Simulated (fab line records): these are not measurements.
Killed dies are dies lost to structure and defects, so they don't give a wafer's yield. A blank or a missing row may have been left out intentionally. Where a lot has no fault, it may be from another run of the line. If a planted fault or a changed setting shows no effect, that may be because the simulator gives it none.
fab line records || flow nand_harc || part 2 of 2: steps 26 to 31 of 31
record {"lots": 5, "wafers": 15, "last_day": 25}
route steps=1159 shown A_STAIRCASE@521
lots untouched by any fault: they come from a run of this same line in which no faults occurred
start_h: start of the lot's first displayed wafer, in hours after the record's first day || wait_h: hours since the lot's step before || " same as the row above || L1.1+2: one row covering several wafers at once || - no value, or no start was given || * or withheld: withheld || < > ~ a bound
route shown NAME@n: NAME is a module with steps in the file, n the number in the route of the first one || usual: mean and standard deviation over wafers with no fault || same: alike in all rows || chamber/n: place in a boat || sites: readings site by site || _std_site: standard deviation across them || _edge_site: outer sites' mean less inner sites' || radius_mm: how far each site lies from the wafer's centre || mask NAME#n: copy n || behind: tool/chamber where the wafer was last shaped || hold: the reason the lot was held/the length of the hold in hours/how it ended || device: names the non-switching transistor (n, p or np) || end of line: tests run on the same wafers once the route is complete || a step without rows: its recipe alone || killed: not the wafer's yield, but the dies lost to structure and defects at the first sort || map: per-die view of a wafer (x killed, . not killed, _ where there is no die)
set.NAME: setting as actually run; set.NAME@STEP: the setting as run at that earlier step || model.NAME: the simulator's own value behind a step, which no gauge read
a table for each step, a row for each wafer; lots at some steps of the route
services: from which hour (start_h, from the record's first day; less than 0 if before it) a tool's chamber was out of use, for how many hours, and why
## steps
# step NHARC_A_STAIRCASE_TRIM_12
# recipe {"time_s": 211.2, "o2_flow_sccm": 500, "ar_flow_sccm": 0, "bias_w": 0, "chemistry": "O2"}
# usual {"drypump_motor_current_A": "5.9/0.41", "oes_product_au": "0.999/0.009", "rf_vpp_V": "57.6/0.94", "showerhead_plenum_p_Torr": "3.48/0.16", "throttle_valve_pct": "17.035/0.01"}
{"lot.wafer": "L076.3", "tool": "rie_diel-01", "chamber": 2, "start_h": 246.30, "wait_h": 0.1, "drypump_motor_current_A": 5.8, "oes_product_au": 1.001, "rf_hours_counter_h": 34, "rf_vpp_V": 57.5, "showerhead_plenum_p_Torr": 3.35, "throttle_valve_pct": 17.031}
{"lot.wafer": "L076.2", "tool": "rie_diel-01", "chamber": 3, "start_h": 246.30, "wait_h": 0.1, "drypump_motor_current_A": 6.0, "oes_product_au": 0.997, "rf_hours_counter_h": 41, "rf_vpp_V": 57.3, "showerhead_plenum_p_Torr": 3.56, "throttle_valve_pct": 17.049}
{"lot.wafer": "L076.6", "tool": "rie_diel-01", "chamber": 1, "start_h": 246.30, "wait_h": 0.1, "drypump_motor_current_A": 5.6, "oes_product_au": 0.993, "rf_hours_counter_h": "-", "rf_vpp_V": 56.8, "showerhead_plenum_p_Torr": 3.33, "throttle_valve_pct": 17.039}
{"lot.wafer": "L078.2", "tool": "rie_diel-01", "chamber": 1, "start_h": 261.91, "wait_h": 0.1, "drypump_motor_current_A": 5.6, "oes_product_au": 0.994, "rf_hours_counter_h": 45, "rf_vpp_V": 58.6, "showerhead_plenum_p_Torr": 3.33, "throttle_valve_pct": 17.022}
{"lot.wafer": "L078.3", "tool": "rie_diel-01", "chamber": 2, "start_h": 261.91, "wait_h": 0.1, "drypump_motor_current_A": 5.8, "oes_product_au": 1.000, "rf_hours_counter_h": 40, "rf_vpp_V": 57.3, "showerhead_plenum_p_Torr": 3.35, "throttle_valve_pct": 17.031}
{"lot.wafer": "L078.5", "tool": "rie_diel-01", "chamber": 3, "start_h": 261.91, "wait_h": 0.1, "drypump_motor_current_A": 6.0, "oes_product_au": 0.991, "rf_hours_counter_h": "-", "rf_vpp_V": 57.5, "showerhead_plenum_p_Torr": 3.55, "throttle_valve_pct": 17.032}
{"lot.wafer": "L079.2", "tool": "rie_diel-06", "chamber": 1, "start_h": 262.32, "wait_h": 0.1, "drypump_motor_current_A": 6.6, "oes_product_au": 0.997, "rf_hours_counter_h": 3, "rf_vpp_V": 56.7, "showerhead_plenum_p_Torr": 3.69, "throttle_valve_pct": 17.047}
{"lot.wafer": "L079.3", "tool": "rie_diel-06", "chamber": 0, "start_h": 262.32, "wait_h": 0.1, "drypump_motor_current_A": 5.9, "oes_product_au": 1.001, "rf_hours_counter_h": 2, "rf_vpp_V": 59.2, "showerhead_plenum_p_Torr": 3.61, "throttle_valve_pct": 17.048}
{"lot.wafer": "L079.5", "tool": "rie_diel-06", "chamber": 1, "start_h": 262.32, "wait_h": 0.1, "drypump_motor_current_A": 6.6, "oes_product_au": 1.002, "rf_hours_counter_h": "-", "rf_vpp_V": 58.1, "showerhead_plenum_p_Torr": 3.69, "throttle_valve_pct": 17.042}
{"lot.wafer": "L086.2", "tool": "rie_diel-13", "chamber": 0, "start_h": 318.62, "wait_h": 0.2, "drypump_motor_current_A": 5.7, "oes_product_au": 0.999, "rf_hours_counter_h": 13, "rf_vpp_V": 59.4, "showerhead_plenum_p_Torr": 3.57, "throttle_valve_pct": 17.047}
{"lot.wafer": "L086.3", "tool": "rie_diel-13", "chamber": 1, "start_h": 318.62, "wait_h": 0.2, "drypump_motor_current_A": 5.3, "oes_product_au": 0.996, "rf_hours_counter_h": 14, "rf_vpp_V": 56.9, "showerhead_plenum_p_Torr": 3.35, "throttle_valve_pct": 17.034}
{"lot.wafer": "L086.5", "tool": "rie_diel-13", "chamber": 3, "start_h": 318.62, "wait_h": 0.2, "drypump_motor_current_A": 5.5, "oes_product_au": 0.988, "rf_hours_counter_h": "-", "rf_vpp_V": 56.7, "showerhead_plenum_p_Torr": 3.29, "throttle_valve_pct": 17.021}
{"lot.wafer": "L097.2", "tool": "rie_diel-01", "chamber": 1, "start_h": 379.35, "wait_h": 0.2, "drypump_motor_current_A": 5.6, "oes_product_au": 1.012, "rf_hours_counter_h": 17, "rf_vpp_V": 56.8, "showerhead_plenum_p_Torr": 3.31, "throttle_valve_pct": 17.023}
{"lot.wafer": "L097.4", "tool": "rie_diel-01", "chamber": 3, "start_h": 379.35, "wait_h": 0.2, "drypump_motor_current_A": 6.0, "oes_product_au": 1.007, "rf_hours_counter_h": 20, "rf_vpp_V": 58.6, "showerhead_plenum_p_Torr": 3.53, "throttle_valve_pct": 17.038}
{"lot.wafer": "L097.5", "tool": "rie_diel-01", "chamber": 1, "start_h": 379.35, "wait_h": 0.2, "drypump_motor_current_A": 5.6, "oes_product_au": 1.000, "rf_hours_counter_h": "-", "rf_vpp_V": 57.3, "showerhead_plenum_p_Torr": 3.31, "throttle_valve_pct": 17.043}
# step NHARC_A_STAIRCASE_ETCH_13
# recipe {"target_depth_a": 1000, "time_s": 40.5, "ion_energy_ev": 400, "c4f8_flow_sccm": 20, "o2_flow_sccm": 10, "ar_flow_sccm": "withheld", "rf_w": 600, "bias_w": 1000, "chemistry": "C4F8/O2"}
# usual {"oes_product_au": "0.937/0.013", "rf_vpp_V": "894/6.1"}
{"lot.wafer": "L076.3", "tool": "rie_diel-01", "chamber": 1, "start_h": "-", "wait_h": "-", "oes_product_au": 0.933, "rf_hours_counter_h": 40, "rf_vpp_V": 888}
{"lot.wafer": "L076.2", "tool": "rie_diel-01", "chamber": 3, "start_h": "-", "wait_h": "-", "oes_product_au": 0.927, "rf_hours_counter_h": 41, "rf_vpp_V": 896}
{"lot.wafer": "L076.6", "tool": "rie_diel-01", "chamber": 0, "start_h": "-", "wait_h": "-", "oes_product_au": 0.934, "rf_hours_counter_h": "-", "rf_vpp_V": 894}
{"lot.wafer": "L078.2", "tool": "rie_diel-01", "chamber": 1, "start_h": "-", "wait_h": "-", "oes_product_au": 0.935, "rf_hours_counter_h": 45, "rf_vpp_V": 887}
{"lot.wafer": "L078.3", "tool": "rie_diel-01", "chamber": 2, "start_h": "-", "wait_h": "-", "oes_product_au": 0.941, "rf_hours_counter_h": 40, "rf_vpp_V": 891}
{"lot.wafer": "L078.5", "tool": "rie_diel-01", "chamber": 2, "start_h": "-", "wait_h": "-", "oes_product_au": 0.944, "rf_hours_counter_h": "-", "rf_vpp_V": 889}
{"lot.wafer": "L079.2", "tool": "rie_diel-06", "chamber": 2, "start_h": "-", "wait_h": "-", "oes_product_au": 0.930, "rf_hours_counter_h": 4, "rf_vpp_V": 899}
{"lot.wafer": "L079.3", "tool": "rie_diel-06", "chamber": 3, "start_h": "-", "wait_h": "-", "oes_product_au": 0.952, "rf_hours_counter_h": 4, "rf_vpp_V": 886}
{"lot.wafer": "L079.5", "tool": "rie_diel-06", "chamber": 2, "start_h": "-", "wait_h": "-", "oes_product_au": 0.931, "rf_hours_counter_h": "-", "rf_vpp_V": 897}
{"lot.wafer": "L086.2", "tool": "rie_diel-13", "chamber": 1, "start_h": "-", "wait_h": "-", "oes_product_au": 0.929, "rf_hours_counter_h": 14, "rf_vpp_V": 889}
{"lot.wafer": "L086.3", "tool": "rie_diel-13", "chamber": 2, "start_h": "-", "wait_h": "-", "oes_product_au": 0.927, "rf_hours_counter_h": 14, "rf_vpp_V": 905}
{"lot.wafer": "L086.5", "tool": "rie_diel-13", "chamber": 0, "start_h": "-", "wait_h": "-", "oes_product_au": 0.937, "rf_hours_counter_h": "-", "rf_vpp_V": 897}
{"lot.wafer": "L097.2", "tool": "rie_diel-01", "chamber": 2, "start_h": "-", "wait_h": "-", "oes_product_au": 0.939, "rf_hours_counter_h": 20, "rf_vpp_V": 887}
{"lot.wafer": "L097.4", "tool": "rie_diel-01", "chamber": 0, "start_h": "-", "wait_h": "-", "oes_product_au": 0.940, "rf_hours_counter_h": 20, "rf_vpp_V": 895}
{"lot.wafer": "L097.5", "tool": "rie_diel-01", "chamber": 2, "start_h": "-", "wait_h": "-", "oes_product_au": 0.938, "rf_hours_counter_h": "-", "rf_vpp_V": 889}
# step NHARC_A_STAIRCASE_TRIM_14
# recipe {"time_s": 211.2, "o2_flow_sccm": 500, "ar_flow_sccm": 0, "bias_w": 0, "chemistry": "O2"}
# usual {"drypump_motor_current_A": "5.9/0.41", "oes_product_au": "0.998/0.0088", "rf_vpp_V": "57.8/0.95", "showerhead_plenum_p_Torr": "3.47/0.16", "throttle_valve_pct": "17.037/0.0084"}
{"lot.wafer": "L076.2", "tool": "rie_diel-01", "chamber": 3, "start_h": "-", "wait_h": "-", "drypump_motor_current_A": 6.0, "oes_product_au": 0.979, "rf_hours_counter_h": 41, "rf_vpp_V": 58.1, "showerhead_plenum_p_Torr": 3.55, "throttle_valve_pct": 17.028}
{"lot.wafer": "L076.3", "tool": "rie_diel-01", "chamber": 0, "start_h": "-", "wait_h": "-", "drypump_motor_current_A": 5.8, "oes_product_au": 0.980, "rf_hours_counter_h": 39, "rf_vpp_V": 57.4, "showerhead_plenum_p_Torr": 3.48, "throttle_valve_pct": 17.021}
{"lot.wafer": "L076.6", "tool": "rie_diel-01", "chamber": 3, "start_h": "-", "wait_h": "-", "drypump_motor_current_A": 6.0, "oes_product_au": 0.983, "rf_hours_counter_h": "-", "rf_vpp_V": 57.5, "showerhead_plenum_p_Torr": 3.55, "throttle_valve_pct": 17.037}
{"lot.wafer": "L078.2", "tool": "rie_diel-01", "chamber": 2, "start_h": "-", "wait_h": "-", "drypump_motor_current_A": 5.8, "oes_product_au": 0.998, "rf_hours_counter_h": 41, "rf_vpp_V": 58.0, "showerhead_plenum_p_Torr": 3.35, "throttle_valve_pct": 17.055}
{"lot.wafer": "L078.3", "tool": "rie_diel-01", "chamber": 3, "start_h": "-", "wait_h": "-", "drypump_motor_current_A": 6.0, "oes_product_au": 0.992, "rf_hours_counter_h": 48, "rf_vpp_V": 58.0, "showerhead_plenum_p_Torr": 3.55, "throttle_valve_pct": 17.032}
{"lot.wafer": "L078.5", "tool": "rie_diel-01", "chamber": 1, "start_h": "-", "wait_h": "-", "drypump_motor_current_A": 5.6, "oes_product_au": 1.001, "rf_hours_counter_h": "-", "rf_vpp_V": 58.5, "showerhead_plenum_p_Torr": 3.33, "throttle_valve_pct": 17.029}
{"lot.wafer": "L079.2", "tool": "rie_diel-06", "chamber": 1, "start_h": "-", "wait_h": "-", "drypump_motor_current_A": 6.6, "oes_product_au": 1.002, "rf_hours_counter_h": 3, "rf_vpp_V": 57.3, "showerhead_plenum_p_Torr": 3.69, "throttle_valve_pct": 17.040}
{"lot.wafer": "L079.3", "tool": "rie_diel-06", "chamber": 3, "start_h": "-", "wait_h": "-", "drypump_motor_current_A": 6.3, "oes_product_au": 1.011, "rf_hours_counter_h": 4, "rf_vpp_V": 57.0, "showerhead_plenum_p_Torr": 3.29, "throttle_valve_pct": 17.034}
{"lot.wafer": "L079.5", "tool": "rie_diel-06", "chamber": 1, "start_h": "-", "wait_h": "-", "drypump_motor_current_A": 6.6, "oes_product_au": 1.004, "rf_hours_counter_h": "-", "rf_vpp_V": 57.5, "showerhead_plenum_p_Torr": 3.69, "throttle_valve_pct": 17.036}
{"lot.wafer": "L086.2", "tool": "rie_diel-13", "chamber": 2, "start_h": "-", "wait_h": "-", "drypump_motor_current_A": 6.5, "oes_product_au": 0.998, "rf_hours_counter_h": 15, "rf_vpp_V": 59.3, "showerhead_plenum_p_Torr": 3.80, "throttle_valve_pct": 17.036}
{"lot.wafer": "L086.3", "tool": "rie_diel-13", "chamber": 3, "start_h": "-", "wait_h": "-", "drypump_motor_current_A": 5.4, "oes_product_au": 0.993, "rf_hours_counter_h": 16, "rf_vpp_V": 57.8, "showerhead_plenum_p_Torr": 3.29, "throttle_valve_pct": 17.034}
{"lot.wafer": "L086.5", "tool": "rie_diel-13", "chamber": 3, "start_h": "-", "wait_h": "-", "drypump_motor_current_A": 5.5, "oes_product_au": 0.983, "rf_hours_counter_h": "-", "rf_vpp_V": 56.6, "showerhead_plenum_p_Torr": 3.28, "throttle_valve_pct": 17.025}
{"lot.wafer": "L097.4", "tool": "rie_diel-01", "chamber": 0, "start_h": "-", "wait_h": "-", "drypump_motor_current_A": 5.7, "oes_product_au": 1.000, "rf_hours_counter_h": 20, "rf_vpp_V": 56.3, "showerhead_plenum_p_Torr": 3.45, "throttle_valve_pct": 17.019}
{"lot.wafer": "L097.2", "tool": "rie_diel-01", "chamber": 2, "start_h": "-", "wait_h": "-", "drypump_motor_current_A": 5.7, "oes_product_au": 1.002, "rf_hours_counter_h": 20, "rf_vpp_V": 56.6, "showerhead_plenum_p_Torr": 3.33, "throttle_valve_pct": 17.049}
{"lot.wafer": "L097.5", "tool": "rie_diel-01", "chamber": 0, "start_h": "-", "wait_h": "-", "drypump_motor_current_A": 5.8, "oes_product_au": 1.005, "rf_hours_counter_h": "-", "rf_vpp_V": 58.7, "showerhead_plenum_p_Torr": 3.46, "throttle_valve_pct": 17.030}
# step NHARC_A_STAIRCASE_ETCH_15
# recipe {"target_depth_a": 1000, "time_s": 40.5, "ion_energy_ev": 400, "c4f8_flow_sccm": 20, "o2_flow_sccm": 10, "ar_flow_sccm": "withheld", "rf_w": 600, "bias_w": 1000, "chemistry": "C4F8/O2"}
# usual {"oes_product_au": "0.938/0.011", "rf_vpp_V": "894/6.2"}
{"lot.wafer": "L076.3", "tool": "rie_diel-01", "chamber": 2, "start_h": "-", "wait_h": "-", "oes_product_au": 0.930, "rf_hours_counter_h": 34, "rf_vpp_V": 891}
{"lot.wafer": "L076.2", "tool": "rie_diel-01", "chamber": 0, "start_h": "-", "wait_h": "-", "oes_product_au": 0.936, "rf_hours_counter_h": 39, "rf_vpp_V": 893}
{"lot.wafer": "L076.6", "tool": "rie_diel-01", "chamber": 3, "start_h": "-", "wait_h": "-", "oes_product_au": 0.916, "rf_hours_counter_h": "-", "rf_vpp_V": 895}
{"lot.wafer": "L078.3", "tool": "rie_diel-01", "chamber": 2, "start_h": "-", "wait_h": "-", "oes_product_au": 0.945, "rf_hours_counter_h": 41, "rf_vpp_V": 891}
{"lot.wafer": "L078.2", "tool": "rie_diel-01", "chamber": 1, "start_h": "-", "wait_h": "-", "oes_product_au": 0.930, "rf_hours_counter_h": 45, "rf_vpp_V": 887}
{"lot.wafer": "L078.5", "tool": "rie_diel-01", "chamber": 3, "start_h": "-", "wait_h": "-", "oes_product_au": 0.931, "rf_hours_counter_h": "-", "rf_vpp_V": 897}
{"lot.wafer": "L079.3", "tool": "rie_diel-06", "chamber": 2, "start_h": "-", "wait_h": "-", "oes_product_au": 0.926, "rf_hours_counter_h": 4, "rf_vpp_V": 898}
{"lot.wafer": "L079.2", "tool": "rie_diel-06", "chamber": 3, "start_h": "-", "wait_h": "-", "oes_product_au": 0.931, "rf_hours_counter_h": 4, "rf_vpp_V": 886}
{"lot.wafer": "L079.5", "tool": "rie_diel-06", "chamber": 0, "start_h": "-", "wait_h": "-", "oes_product_au": 0.929, "rf_hours_counter_h": "-", "rf_vpp_V": 899}
{"lot.wafer": "L086.3", "tool": "rie_diel-13", "chamber": 1, "start_h": "-", "wait_h": "-", "oes_product_au": 0.948, "rf_hours_counter_h": 14, "rf_vpp_V": 890}
{"lot.wafer": "L086.2", "tool": "rie_diel-13", "chamber": 3, "start_h": "-", "wait_h": "-", "oes_product_au": 0.928, "rf_hours_counter_h": 16, "rf_vpp_V": 887}
{"lot.wafer": "L086.5", "tool": "rie_diel-13", "chamber": 1, "start_h": "-", "wait_h": "-", "oes_product_au": 0.945, "rf_hours_counter_h": "-", "rf_vpp_V": 888}
{"lot.wafer": "L097.2", "tool": "rie_diel-01", "chamber": 2, "start_h": "-", "wait_h": "-", "oes_product_au": 0.956, "rf_hours_counter_h": 20, "rf_vpp_V": 888}
{"lot.wafer": "L097.4", "tool": "rie_diel-01", "chamber": 1, "start_h": "-", "wait_h": "-", "oes_product_au": 0.947, "rf_hours_counter_h": 17, "rf_vpp_V": 889}
{"lot.wafer": "L097.5", "tool": "rie_diel-01", "chamber": 2, "start_h": "-", "wait_h": "-", "oes_product_au": 0.954, "rf_hours_counter_h": "-", "rf_vpp_V": 889}
# step NHARC_A_STAIRCASE_TRIM_16
# recipe {"time_s": 211.2, "o2_flow_sccm": 500, "ar_flow_sccm": 0, "bias_w": 0, "chemistry": "O2"}
# usual {"drypump_motor_current_A": "5.9/0.41", "oes_product_au": "0.998/0.0087", "rf_vpp_V": "57.7/1", "showerhead_plenum_p_Torr": "3.47/0.16", "throttle_valve_pct": "17.037/0.0095"}
{"lot.wafer": "L076.2", "tool": "rie_diel-01", "chamber": 3, "start_h": "-", "wait_h": "-", "drypump_motor_current_A": 6.0, "oes_product_au": 0.987, "rf_hours_counter_h": 42, "rf_vpp_V": 57.7, "showerhead_plenum_p_Torr": 3.56, "throttle_valve_pct": 17.033}
{"lot.wafer": "L076.3", "tool": "rie_diel-01", "chamber": 1, "start_h": "-", "wait_h": "-", "drypump_motor_current_A": 5.6, "oes_product_au": 0.998, "rf_hours_counter_h": 40, "rf_vpp_V": 58.7, "showerhead_plenum_p_Torr": 3.33, "throttle_valve_pct": 17.050}
{"lot.wafer": "L076.6", "tool": "rie_diel-01", "chamber": 2, "start_h": "-", "wait_h": "-", "drypump_motor_current_A": 5.8, "oes_product_au": 1.000, "rf_hours_counter_h": "-", "rf_vpp_V": 57.5, "showerhead_plenum_p_Torr": 3.35, "throttle_valve_pct": 17.032}
{"lot.wafer": "L078.3", "tool": "rie_diel-01", "chamber": 1, "start_h": "-", "wait_h": "-", "drypump_motor_current_A": 5.6, "oes_product_au": 0.997, "rf_hours_counter_h": 45, "rf_vpp_V": 57.6, "showerhead_plenum_p_Torr": 3.33, "throttle_valve_pct": 17.034}
{"lot.wafer": "L078.2", "tool": "rie_diel-01", "chamber": 2, "start_h": "-", "wait_h": "-", "drypump_motor_current_A": 5.8, "oes_product_au": 0.996, "rf_hours_counter_h": 41, "rf_vpp_V": 57.3, "showerhead_plenum_p_Torr": 3.35, "throttle_valve_pct": 17.031}
{"lot.wafer": "L078.5", "tool": "rie_diel-01", "chamber": 2, "start_h": "-", "wait_h": "-", "drypump_motor_current_A": 5.8, "oes_product_au": 0.995, "rf_hours_counter_h": "-", "rf_vpp_V": 56.7, "showerhead_plenum_p_Torr": 3.35, "throttle_valve_pct": 17.039}
{"lot.wafer": "L079.3", "tool": "rie_diel-06", "chamber": 1, "start_h": "-", "wait_h": "-", "drypump_motor_current_A": 6.6, "oes_product_au": 0.996, "rf_hours_counter_h": 3, "rf_vpp_V": 58.8, "showerhead_plenum_p_Torr": 3.69, "throttle_valve_pct": 17.042}
{"lot.wafer": "L079.2", "tool": "rie_diel-06", "chamber": 0, "start_h": "-", "wait_h": "-", "drypump_motor_current_A": 5.9, "oes_product_au": 0.994, "rf_hours_counter_h": 3, "rf_vpp_V": 59.1, "showerhead_plenum_p_Torr": 3.61, "throttle_valve_pct": 17.031}
{"lot.wafer": "L079.5", "tool": "rie_diel-06", "chamber": 1, "start_h": "-", "wait_h": "-", "drypump_motor_current_A": 6.6, "oes_product_au": 1.002, "rf_hours_counter_h": "-", "rf_vpp_V": 58.5, "showerhead_plenum_p_Torr": 3.69, "throttle_valve_pct": 17.040}
{"lot.wafer": "L086.3", "tool": "rie_diel-13", "chamber": 1, "start_h": "-", "wait_h": "-", "drypump_motor_current_A": 5.3, "oes_product_au": 0.999, "rf_hours_counter_h": 14, "rf_vpp_V": 58.2, "showerhead_plenum_p_Torr": 3.35, "throttle_valve_pct": 17.044}
{"lot.wafer": "L086.2", "tool": "rie_diel-13", "chamber": 0, "start_h": "-", "wait_h": "-", "drypump_motor_current_A": 5.6, "oes_product_au": 0.998, "rf_hours_counter_h": 13, "rf_vpp_V": 57.4, "showerhead_plenum_p_Torr": 3.57, "throttle_valve_pct": 17.029}
{"lot.wafer": "L086.5", "tool": "rie_diel-13", "chamber": 1, "start_h": "-", "wait_h": "-", "drypump_motor_current_A": 5.3, "oes_product_au": 0.991, "rf_hours_counter_h": "-", "rf_vpp_V": 57.0, "showerhead_plenum_p_Torr": 3.35, "throttle_valve_pct": 17.031}
{"lot.wafer": "L097.4", "tool": "rie_diel-01", "chamber": 0, "start_h": "-", "wait_h": "-", "drypump_motor_current_A": 5.8, "oes_product_au": 1.015, "rf_hours_counter_h": 20, "rf_vpp_V": 57.8, "showerhead_plenum_p_Torr": 3.45, "throttle_valve_pct": 17.035}
{"lot.wafer": "L097.2", "tool": "rie_diel-01", "chamber": 2, "start_h": "-", "wait_h": "-", "drypump_motor_current_A": 5.8, "oes_product_au": 1.015, "rf_hours_counter_h": 20, "rf_vpp_V": 58.1, "showerhead_plenum_p_Torr": 3.33, "throttle_valve_pct": 17.031}
{"lot.wafer": "L097.5", "tool": "rie_diel-01", "chamber": 0, "start_h": "-", "wait_h": "-", "drypump_motor_current_A": 5.8, "oes_product_au": 1.003, "rf_hours_counter_h": "-", "rf_vpp_V": 56.8, "showerhead_plenum_p_Torr": 3.45, "throttle_valve_pct": 17.039}
# step NHARC_A_STAIRCASE_ETCH_17
# recipe {"target_depth_a": 1000, "time_s": 40.5, "ion_energy_ev": 400, "c4f8_flow_sccm": 20, "o2_flow_sccm": 10, "ar_flow_sccm": "withheld", "rf_w": 600, "bias_w": 1000, "chemistry": "C4F8/O2"}
# usual {"oes_product_au": "0.938/0.0098", "rf_vpp_V": "894/6"}
{"lot.wafer": "L076.2", "tool": "rie_diel-01", "chamber": 0, "start_h": "-", "wait_h": "-", "oes_product_au": 0.926, "rf_hours_counter_h": 39, "rf_vpp_V": 893}
{"lot.wafer": "L076.3", "tool": "rie_diel-01", "chamber": 3, "start_h": "-", "wait_h": "-", "oes_product_au": 0.927, "rf_hours_counter_h": 42, "rf_vpp_V": 896}
{"lot.wafer": "L076.6", "tool": "rie_diel-01", "chamber": 1, "start_h": "-", "wait_h": "-", "oes_product_au": 0.931, "rf_hours_counter_h": "-", "rf_vpp_V": 889}
{"lot.wafer": "L078.3", "tool": "rie_diel-01", "chamber": 2, "start_h": "-", "wait_h": "-", "oes_product_au": 0.942, "rf_hours_counter_h": 41, "rf_vpp_V": 890}
{"lot.wafer": "L078.2", "tool": "rie_diel-01", "chamber": 3, "start_h": "-", "wait_h": "-", "oes_product_au": 0.932, "rf_hours_counter_h": 48, "rf_vpp_V": 896}
{"lot.wafer": "L078.5", "tool": "rie_diel-01", "chamber": 2, "start_h": "-", "wait_h": "-", "oes_product_au": 0.945, "rf_hours_counter_h": "-", "rf_vpp_V": 890}
{"lot.wafer": "L079.2", "tool": "rie_diel-06", "chamber": 1, "start_h": "-", "wait_h": "-", "oes_product_au": 0.953, "rf_hours_counter_h": 3, "rf_vpp_V": 902}
{"lot.wafer": "L079.3", "tool": "rie_diel-06", "chamber": 2, "start_h": "-", "wait_h": "-", "oes_product_au": 0.930, "rf_hours_counter_h": 5, "rf_vpp_V": 899}
{"lot.wafer": "L079.5", "tool": "rie_diel-06", "chamber": 1, "start_h": "-", "wait_h": "-", "oes_product_au": 0.937, "rf_hours_counter_h": "-", "rf_vpp_V": 903}
{"lot.wafer": "L086.2", "tool": "rie_diel-13", "chamber": 1, "start_h": "-", "wait_h": "-", "oes_product_au": 0.935, "rf_hours_counter_h": 14, "rf_vpp_V": 890}
{"lot.wafer": "L086.3", "tool": "rie_diel-13", "chamber": 2, "start_h": "-", "wait_h": "-", "oes_product_au": 0.930, "rf_hours_counter_h": 15, "rf_vpp_V": 906}
{"lot.wafer": "L086.5", "tool": "rie_diel-13", "chamber": 1, "start_h": "-", "wait_h": "-", "oes_product_au": 0.948, "rf_hours_counter_h": "-", "rf_vpp_V": 890}
{"lot.wafer": "L097.2", "tool": "rie_diel-01", "chamber": 1, "start_h": "-", "wait_h": "-", "oes_product_au": 0.932, "rf_hours_counter_h": 18, "rf_vpp_V": 888}
{"lot.wafer": "L097.4", "tool": "rie_diel-01", "chamber": 3, "start_h": "-", "wait_h": "-", "oes_product_au": 0.944, "rf_hours_counter_h": 21, "rf_vpp_V": 897}
{"lot.wafer": "L097.5", "tool": "rie_diel-01", "chamber": 0, "start_h": "-", "wait_h": "-", "oes_product_au": 0.940, "rf_hours_counter_h": "-", "rf_vpp_V": 894}
## services
{"tool": "rie_diel-01", "chamber": 0, "start_h": 220.35, "hours": "-", "kind": "clean"}
{"tool": "rie_diel-01", "chamber": 1, "start_h": 220.35, "hours": "-", "kind": "clean"}
{"tool": "rie_diel-01", "chamber": 2, "start_h": 220.35, "hours": "-", "kind": "clean"}
{"tool": "krf_scanner-02", "chamber": "-", "start_h": 222.25, "hours": 0.3, "kind": "repair"}
{"tool": "litho_track-05", "chamber": "-", "start_h": 237.00, "hours": 7.0, "kind": "pm"}
{"tool": "rie_diel-06", "chamber": "-", "start_h": 241.27, "hours": 9.0, "kind": "pm"}
{"tool": "rie_diel-01", "chamber": 1, "start_h": 255.60, "hours": 2.0, "kind": "repair"}
{"tool": "krf_scanner-01", "chamber": "-", "start_h": 256.00, "hours": 4.0, "kind": "pm"}
{"tool": "rie_diel-01", "chamber": 0, "start_h": 260.84, "hours": 5.2, "kind": "repair"}
{"tool": "plasma_asher-02", "chamber": "-", "start_h": 263.43, "hours": 0.5, "kind": "repair"}
{"tool": "rie_diel-13", "chamber": "-", "start_h": 276.08, "hours": 9.0, "kind": "pm"}
{"tool": "plasma_asher-01", "chamber": "-", "start_h": 276.52, "hours": 9.0, "kind": "pm"}
{"tool": "rie_diel-06", "chamber": "-", "start_h": 296.99, "hours": 3.5, "kind": "repair"}
{"tool": "rie_diel-01", "chamber": 1, "start_h": 308.71, "hours": 14.6, "kind": "repair"}
{"tool": "rie_diel-13", "chamber": 2, "start_h": 309.80, "hours": 3.9, "kind": "repair"}
{"tool": "rie_diel-01", "chamber": "-", "start_h": 315.40, "hours": 9.0, "kind": "pm"}
{"tool": "krf_scanner-03", "chamber": "-", "start_h": 327.08, "hours": 0.3, "kind": "repair"}
{"tool": "rie_diel-01", "chamber": 1, "start_h": 333.90, "hours": 6.0, "kind": "repair"}
{"tool": "wet_bench-04", "chamber": "-", "start_h": 339.20, "hours": 8.0, "kind": "pm"}
{"tool": "krf_scanner-03", "chamber": "-", "start_h": 340.00, "hours": 4.0, "kind": "pm"}
{"tool": "litho_track-02", "chamber": "-", "start_h": 340.00, "hours": 7.0, "kind": "pm"}
{"tool": "rie_diel-06", "chamber": 3, "start_h": 359.28, "hours": 27.0, "kind": "repair"}
{"tool": "plasma_asher-02", "chamber": "-", "start_h": 360.51, "hours": 9.0, "kind": "pm"}
{"tool": "krf_scanner-02", "chamber": "-", "start_h": 376.81, "hours": 2.0, "kind": "repair"}
